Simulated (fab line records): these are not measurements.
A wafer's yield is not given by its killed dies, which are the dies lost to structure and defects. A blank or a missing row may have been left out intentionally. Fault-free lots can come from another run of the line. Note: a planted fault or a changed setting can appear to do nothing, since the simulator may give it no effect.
fab line records ; flow nand-harc ; part 2 of 2: steps 24 to 34 of 34
record lots=5; wafers=15; last-day=32
route steps=1302 shown A_SLIT@946 A_SIN_REMOVE@947 A_WL_FILL@952 A_CONTACT@983
lots untouched by any fault: they come from a run of this same line in which no faults occurred
start-h: hours from the record's opening day to when the first of the lot's shown wafers began ; wait-h: time in hours since the lot's previous step ; " the same as in the row above ; L1.1+2: one row covering several wafers at once ; - no value present, or no start provided ; * or withheld: withheld ; < > ~ a bound
route shown NAME@n: a module of which the file shows steps, and the number in the route of the first ; usual: mean/standard deviation taken from wafers without a fault ; same: alike in all rows ; chamber/n: place in a boat ; sites: per-site readings ; _std_site: standard deviation across them ; _edge_site: outer sites' mean less inner sites' ; radius-mm: for every site, how far away it sits from the centre of the wafer ; mask NAME#n: copy n ; behind: tool/chamber where the wafer was last shaped ; hold: why the lot was held/for how many hours/how that ended ; device: the n, p or np transistor that did not switch ; end of line: tests of these same wafers at the route's end ; step lacking rows: just its recipe ; killed: dies that structure and defects cost at the first sort, which is not the same as the wafer's yield ; map: a wafer's dies, x killed, . not, _ none there
set.NAME: the run value of the setting; set.NAME@STEP: its run value at that earlier step ; model.NAME: the simulator's own value behind a step, which no gauge read
lots at selected steps of the route; one table per step, one row per wafer
services: the hour from which a tool's chamber was out of use, counted from the record's first day as start-h (under 0 if before that day), plus the number of hours and why
## steps
# step NHARC_A_WL_FILL_ETCHBACK_26
# recipe target-depth-a=520; time-s=13.3; hbr-flow-sccm=150; rf-w=350; icp-w=350; bias-w=60; chemistry=HBr
# usual chamber-pressure-mTorr=15.000/0.013; drypump-motor-current-A=5.9/0.32; oes-product-au=0.998/0.013; throttle-valve-pct=23.267/0.01
lot.wafer;tool;chamber;start-h;wait-h;chamber-pressure-mTorr;drypump-motor-current-A;oes-product-au;rf-hours-counter-h;throttle-valve-pct
L076.3;rie-si-03;2;489.75;0.4;14.977;5.6;1.006;0.2;23.278
L076.2;rie-si-03;3;489.75;0.4;14.988;5.7;0.997;0.8;23.279
L076.6;rie-si-03;2;489.75;0.4;15.005;5.6;0.997;-;23.267
L075.2;rie-si-06;3;492.60;0.4;14.994;5.6;1.017;0.4;23.276
L075.4;rie-si-06;0;492.60;0.4;14.999;5.4;1.011;0.3;23.273
L075.6;rie-si-06;2;492.60;0.4;15.015;5.6;1.020;-;23.271
L086.3;rie-si-01;1;610.33;0.4;15.021;6.3;0.971;0.5;23.255
L086.6;rie-si-01;0;610.33;0.4;15.012;6.2;1.002;-;23.261
L086.4;rie-si-01;1;610.33;0.4;14.995;6.4;0.977;-;23.281
L090.4;rie-si-06;0;648.35;0.4;14.992;5.4;1.018;0.2;23.275
L090.6;rie-si-06;1;648.35;0.4;15.018;6.2;1.005;-;23.257
L090.5;rie-si-06;2;648.35;0.4;14.992;5.6;1.013;-;23.254
L095.4;rie-si-06;3;693.11;0.4;15.009;5.5;1.017;0.4;23.253
L095.3;rie-si-06;1;693.11;0.4;15.009;6.2;0.992;0.5;23.251
L095.5;rie-si-06;3;693.11;0.4;14.995;5.5;1.036;-;23.274
# step NHARC_A_WL_FILL_PRECLEAN_30
# recipe time-s=10; chemistry=dHF
lot.wafer;tool;chamber;start-h;wait-h
L076.2+3+6;wet-bench-03;4,6,7;489.90;0.1
L075.4+2+6;wet-bench-03;3,5,0;492.72;0.1
L086.3+6+4;wet-bench-07;6,7,0;610.46;0.1
L090.6+4+5;wet-bench-03;7,1,4;648.45;0.1
L095.4+3+5;wet-bench-09;2,3,6;693.25;0.1
# step NHARC_A_WL_FILL_SRD_14
lot.wafer;tool;chamber;start-h;wait-h
L076.2+3+6;wet-bench-03;4,6,7;489.93;0.0
L075.4+2+6;wet-bench-03;3,5,0;492.74;0.0
L086.3+6+4;wet-bench-07;6,7,0;610.48;0.0
L090.6+4+5;wet-bench-03;7,1,4;648.47;0.0
L095.4+3+5;wet-bench-09;2,3,6;693.27;0.0
# step NHARC_A_WL_FILL_ALD_19
# recipe target-thk-a=20; pulse-time-s=3; ald-cycles=100; temp-c=450; material=TiN
# usual heater-power-w=1091/100; precursor-pulse-height-rel=1.000/0.02
# same pulse-time-s=3
lot.wafer;tool;chamber;start-h;wait-h;heater-power-w;precursor-pulse-height-rel
L076.2;ald-metal-02;1;490.03;0.1;1223;0.995
L076.3;ald-metal-02;0;490.03;0.1;1098;1.017
L076.6;ald-metal-02;1;490.03;0.1;1196;1.045
L075.4;ald-metal-02;3;492.86;0.1;1028;0.984
L075.2;ald-metal-02;1;492.86;0.1;1212;0.989
L075.6;ald-metal-02;2;492.86;0.1;1082;0.990
L086.4;ald-metal-03;1;610.59;0.1;1193;1.007
L086.3;ald-metal-03;3;610.59;0.1;1187;1.017
L086.6;ald-metal-03;1;610.59;0.1;1229;0.950
L090.6;ald-metal-02;0;648.65;0.2;1098;1.003
L090.5;ald-metal-02;1;648.65;0.2;1230;1.007
L090.4;ald-metal-02;3;648.65;0.2;1020;1.009
L095.3;ald-metal-04;2;693.38;0.1;945;1.009
L095.4;ald-metal-04;0;693.38;0.1;1074;0.996
L095.5;ald-metal-04;3;693.38;0.1;911;0.978
# step NHARC_A_WL_FILL_CVD_20
# recipe target-thk-a=1000; temp-c=400; pressure-torr=40; wf6-flow-sccm=40; h2-flow-sccm=1600; ar-flow-sccm=1560; time-s=74; material=W
# usual heater-power-w=799/74; mfc-ar-sccm=1561/4.7; throttle-valve-pct=7.98/0.21
lot.wafer;tool;chamber;start-h;wait-h;heater-power-w;mfc-ar-sccm;throttle-valve-pct
L076.2;cvd-w-01;0;-;-;730;1558;7.86
L076.3;cvd-w-01;0;-;-;736;1560;7.71
L076.6;cvd-w-01;1;-;-;915;1558;8.21
L075.2;cvd-w-01;0;-;-;741;1568;7.65
L075.4;cvd-w-01;1;-;-;909;1556;8.25
L075.6;cvd-w-01;1;-;-;909;1562;7.80
L086.4;cvd-w-02;0;-;-;821;1561;8.18
L086.3;cvd-w-02;1;-;-;815;1554;7.88
L086.6;cvd-w-02;1;-;-;798;1562;7.71
L090.4;cvd-w-01;0;-;-;702;1556;8.03
L090.6;cvd-w-01;1;-;-;856;1556;7.89
L090.5;cvd-w-01;0;-;-;713;1561;7.82
L095.3;cvd-w-01;0;-;-;705;1556;7.71
L095.4;cvd-w-01;1;-;-;874;1554;7.84
L095.5;cvd-w-01;0;-;-;716;1552;7.94
# step NHARC_A_WL_FILL_CMP_12
# recipe t-overpolish-s=30; target-thk-nm=100
# usual motor-current-A=11.9/0.63; overpolish-run-s=30.000/0.0086; slurry-filter-dp-kPa=13.50/0.13; time-to-endpoint-s=19.4/2.5
# same t-overpolish-s=30
lot.wafer;tool;chamber;start-h;wait-h;motor-current-A;overpolish-run-s;slurry-filter-dp-kPa;time-to-endpoint-s
L076.2;cmp-03;3;490.54;0.2;11.6;30.000;13.29;18.8
L076.3;cmp-03;0;490.54;0.2;11.9;29.993;13.69;15.8
L076.6;cmp-03;2;490.54;0.2;11.3;30.005;13.55;22.5
L075.2;cmp-02;3;493.23;0.1;12.0;30.005;13.50;22.2
L075.4;cmp-02;2;493.23;0.1;11.7;29.992;13.38;20.9
L075.6;cmp-02;0;493.23;0.1;12.8;30.009;13.28;18.0
L086.3;cmp-01;1;611.00;0.1;11.8;29.995;13.42;16.9
L086.4;cmp-01;2;611.00;0.1;10.6;29.998;13.40;20.5
L086.6;cmp-01;1;611.00;0.1;11.7;30.002;13.19;18.5
L090.4;cmp-01;1;649.17;0.2;11.9;29.998;13.59;17.4
L090.5;cmp-01;2;649.17;0.2;10.8;29.990;13.18;19.1
L090.6;cmp-01;3;649.17;0.2;13.8;30.010;13.57;20.3
L095.4;cmp-03;0;693.76;0.1;12.3;30.001;13.74;16.7
L095.3;cmp-03;3;693.76;0.1;11.0;29.994;13.40;21.0
L095.5;cmp-03;0;693.76;0.1;12.0;29.999;13.56;16.3
# step NHARC_A_WL_FILL_SRD_31
lot.wafer;tool;chamber;start-h;wait-h
L076.2+6+3;wet-bench-07;5,6,7;490.84;0.0
L075.6+4+2;wet-bench-03;0,3,5;493.55;0.0
L086.3+4+6;wet-bench-03;6,0,3;611.29;0.0
L090.4+6+5;wet-bench-09;0,1,3;649.41;0.0
L095.4+3+5;wet-bench-09;5,6,1;694.08;0.0
# step NHARC_A_WL_FILL_INSPECT_15
# usual raw-defect-count=455/130
lot.wafer;tool;chamber;start-h;wait-h;raw-defect-count
L076.2;defect-inspect-01;-;491.01;0.0;272
L076.3;defect-inspect-01;-;491.01;0.0;351
L076.6;defect-inspect-01;-;491.01;0.0;346
L075.2;defect-inspect-02;-;493.71;0.0;409
L075.4;defect-inspect-02;-;493.71;0.0;398
L075.6;defect-inspect-02;-;493.71;0.0;408
L086.3;defect-inspect-01;-;611.44;0.0;633
L086.4;defect-inspect-01;-;611.44;0.0;628
L086.6;defect-inspect-01;-;611.44;0.0;628
L090.4;defect-inspect-01;-;649.56;0.0;401
L090.5;defect-inspect-01;-;649.56;0.0;359
L090.6;defect-inspect-01;-;649.56;0.0;652
L095.3;defect-inspect-02;-;694.23;0.0;307
L095.4;defect-inspect-02;-;694.23;0.0;321
L095.5;defect-inspect-02;-;694.23;0.0;347
# step NHARC_A_CONTACT_DEP_24
# recipe target-thk-a=5000; temp-c=400; pressure-torr=6.5; rf-w=900; teos-flow-sccm=161.4; flow-sccm=2650; target-thk-nm=500; gas=O2; material=SiO2
# usual heater-power-w=571/74; throttle-valve-pct=16.0/0.32
lot.wafer;tool;chamber;start-h;wait-h;heater-power-w;throttle-valve-pct
L076.3;pecvd-02;1;491.14;0.1;552;16.2
L076.2;pecvd-02;2;491.14;0.1;530;15.8
L076.6;pecvd-02;2;491.14;0.1;392;16.0
L075.2;pecvd-04;1;493.78;0.1;684;16.3
L075.4;pecvd-04;2;493.78;0.1;679;16.1
L075.6;pecvd-04;0;493.78;0.1;526;15.7
L086.3;pecvd-01;1;611.63;0.2;596;15.8
L086.4;pecvd-01;2;611.63;0.2;521;16.0
L086.6;pecvd-01;0;611.63;0.2;563;16.2
L090.4;pecvd-01;1;649.81;0.3;621;15.7
L090.6;pecvd-01;2;649.81;0.3;406;16.2
L090.5;pecvd-01;0;649.81;0.3;569;16.1
L095.3;pecvd-04;0;694.30;0.1;528;16.1
L095.5;pecvd-04;1;694.30;0.1;670;15.8
L095.4;pecvd-04;2;694.30;0.1;581;15.3
# step NHARC_A_CONTACT_DEP_28
# recipe target-thk-a=70000; temp-c=400; material=aC
# usual throttle-valve-pct=35.001/0.009
lot.wafer;tool;chamber;start-h;wait-h;throttle-valve-pct
L076.2;acl-dep-02;0;495.24;3.6;35.003
L076.3;acl-dep-02;0;495.24;3.6;35.008
L076.6;acl-dep-02;0;498.06;6.4;35.007
L075.2;acl-dep-03;0;496.38;2.0;35.006
L075.4;acl-dep-03;0;497.79;3.5;35.011
L075.6;acl-dep-03;0;499.20;4.9;35.003
L086.3;acl-dep-03;0;618.75;6.7;35.017
L086.4;acl-dep-03;0;618.75;6.7;34.989
L086.6;acl-dep-03;0;620.88;8.8;35.000
L090.4;acl-dep-02;0;653.58;3.4;35.003
L090.5;acl-dep-02;0;653.58;3.4;34.996
L090.6;acl-dep-02;0;653.58;3.4;34.991
L095.3;acl-dep-02;0;696.32;1.5;35.001
L095.4;acl-dep-02;0;696.32;1.5;34.999
L095.5;acl-dep-02;0;696.32;1.5;35.007
# step NHARC_A_CONTACT_DEP_29
# recipe target-thk-a=1000; target-thk-nm=100; temp-c=400; pressure-torr=3.5; flow-sccm=200; rf-w=350; material=SiON
# usual heater-power-w=764/76
lot.wafer;tool;chamber;start-h;wait-h;heater-power-w
L076.3;pecvd-02;1;498.78;2.1;708
L076.2;pecvd-02;0;498.78;2.1;864
L076.6;pecvd-02;2;498.78;2.1;699
L075.2;pecvd-02;0;499.93;2.8;721
L075.4;pecvd-02;1;499.93;2.8;773
L075.6;pecvd-02;2;499.93;2.8;614
L086.3;pecvd-02;0;621.67;2.2;750
L086.6;pecvd-02;1;621.67;2.2;834
L086.4;pecvd-02;2;621.67;2.2;714
L090.6;pecvd-02;0;655.85;0.1;740
L090.5;pecvd-02;1;655.85;0.1;776
L090.4;pecvd-02;2;655.85;0.1;657
L095.3;pecvd-04;0;699.21;2.2;640
L095.4;pecvd-04;2;699.21;2.2;711
L095.5;pecvd-04;0;699.21;2.2;638
## services
tool;chamber;start-h;hours;kind
rie-metal-02;-;454.00;9.0;pm
rie-diel-02;1;455.86;5.6;repair
ald-hk-02;-;457.53;0.7;repair
ald-metal-02;-;480.73;3.1;repair
rie-diel-02;3;493.72;4.7;repair
rie-diel-02;2;493.90;59.7;repair
wet-bench-07;-;512.00;8.0;pm
rie-metal-03;-;519.00;9.0;pm
wet-bench-09;-;528.80;8.0;pm
cvd-w-01;-;547.00;13.0;pm
pecvd-02;-;557.37;0.8;repair
pecvd-02;-;559.03;27.6;repair
wet-bench-03;-;562.40;8.0;pm
rie-metal-03;-;566.48;0.3;repair
rie-diel-02;-;570.77;9.0;pm
rie-metal-03;-;588.20;0.2;repair
pecvd-02;-;589.63;13.0;pm
cvd-w-01;-;594.81;0.6;repair
wet-bench-02;-;596.22;8.0;pm
ald-metal-02;-;610.00;10.0;pm
ald-metal-02;2;635.70;23.6;repair
ald-metal-02;3;678.67;4.6;repair
wet-bench-07;-;688.00;8.0;pm
rie-metal-03;-;696.00;9.0;pm
